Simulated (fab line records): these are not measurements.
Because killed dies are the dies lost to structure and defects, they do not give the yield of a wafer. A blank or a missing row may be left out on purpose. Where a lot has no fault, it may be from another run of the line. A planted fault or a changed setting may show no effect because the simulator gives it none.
Matching of chambers + flow n5Finfet + N5_GATE_CUT_ETCH_58 on rieDiel-04 has 4 sister chambers
The step etches SiNx in CH3F/O2, target depth 17 nm, time 128.6 s. 18 wafers are shown with their chamber, then 9 later ones without.

== EACH WAFER AND ITS CHAMBER ==
| wafer  | chamber | throttleValvePct (%) | oesProductAu (a.u.) | showerheadPlenumPTorr (Torr) |
|--------|---------|----------------------|---------------------|------------------------------|
| L075.3 | 1       | 16.1                 | 0.77                | 1.99                         |
| L075.5 | 2       | 15.9                 | 0.95                | 2.05                         |
| L075.6 | 3       | 16.8                 | 0.74                | 2.08                         |
| L076.2 | 2       | 15.9                 | 0.93                | 2.05                         |
| L076.5 | 2       | 15.9                 | 0.94                | 2.04                         |
| L076.6 | 1       | 16.1                 | 0.77                | 1.99                         |
| L077.2 | 1       | 16.1                 | 0.76                | 1.99                         |
| L077.4 | 2       | 15.9                 | 0.93                | 2.04                         |
| L077.6 | 1       | 16.1                 | 0.77                | 1.99                         |
| L083.3 | 1       | 16.2                 | 0.76                | 1.99                         |
| L083.4 | 3       | 16.8                 | 0.73                | 2.07                         |
| L083.5 | 2       | 15.9                 | 0.91                | 2.04                         |
| L086.2 | 3       | 16.8                 | 0.73                | 2.07                         |
| L086.3 | 1       | 16.2                 | 0.75                | 1.99                         |
| L086.6 | 3       | 16.8                 | 0.73                | 2.07                         |
| L089.2 | 3       | 16.8                 | 0.72                | 2.07                         |
| L089.4 | 1       | 16.2                 | 0.75                | 1.99                         |
| L089.5 | 0       | 16.0                 | 0.94                | 2.04                         |

SIGNATURES (means of the wafers above)
| reading               | chamber 0 | chamber 1 | chamber 2 | chamber 3 | scatter within a chamber |
|-----------------------|-----------|-----------|-----------|-----------|--------------------------|
| throttleValvePct      | 16.000    | 16.143    | 15.900    | 16.800    | 0.035                    |
| oesProductAu          | 0.9400    | 0.7614    | 0.9320    | 0.7300    | 0.0106                   |
| showerheadPlenumPTorr | 2.0400    | 1.9900    | 2.0440    | 2.0720    | 0.00378                  |
Rule: for each reading, subtract the chamber's mean from the wafer's reading, divide by that reading's scatter and square the result; add these up over the readings and take the root, which gives the wafer's distance from the chamber. The wafer belongs to the nearest chamber; if the next one is less than 2 further off, it can't be placed. The scatter: take each reading less its chamber's mean, square it, sum over the shown wafers, divide by the number of wafers less the number of chambers, and take the root.

== WAFERS WHOSE CHAMBER IS MISSING ==
| wafer  | throttleValvePct (%) | oesProductAu (a.u.) | showerheadPlenumPTorr (Torr) |
|--------|----------------------|---------------------|------------------------------|
| L090.2 | 16.2                 | 0.75                | 1.98                         |
| L090.3 | 16.0                 | 0.94                | 2.04                         |
| L090.6 | 16.9                 | 0.72                | 2.07                         |
| L096.1 | 16.8                 | 0.72                | 2.07                         |
| L096.3 | 16.2                 | 0.74                | 1.98                         |
| L096.4 | 16.0                 | 0.86                | 2.03                         |
| L097.2 | 16.2                 | 0.74                | 1.98                         |
| L097.4 | 16.0                 | 0.85                | 2.03                         |
| L097.5 | 16.9                 | 0.70                | 2.07                         |

== WHICH CHAMBER EACH WENT THROUGH ==
| wafer  | from the rows above     | in truth |
|--------|-------------------------|----------|
| L090.2 | 1                       | 1        |
| L090.3 | 0                       | 0        |
| L090.6 | 3                       | 3        |
| L096.1 | 3                       | 3        |
| L096.3 | 1                       | 1        |
| L096.4 | can't be placed: 0 or 2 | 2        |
| L097.2 | 1                       | 1        |
| L097.4 | can't be placed: 0 or 2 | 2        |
| L097.5 | 3                       | 3        |
Placed correctly: 7 of 9. Unplaceable from these rows: 2, with the true chamber sitting among the candidates in 2. Number placed wrongly: 0.
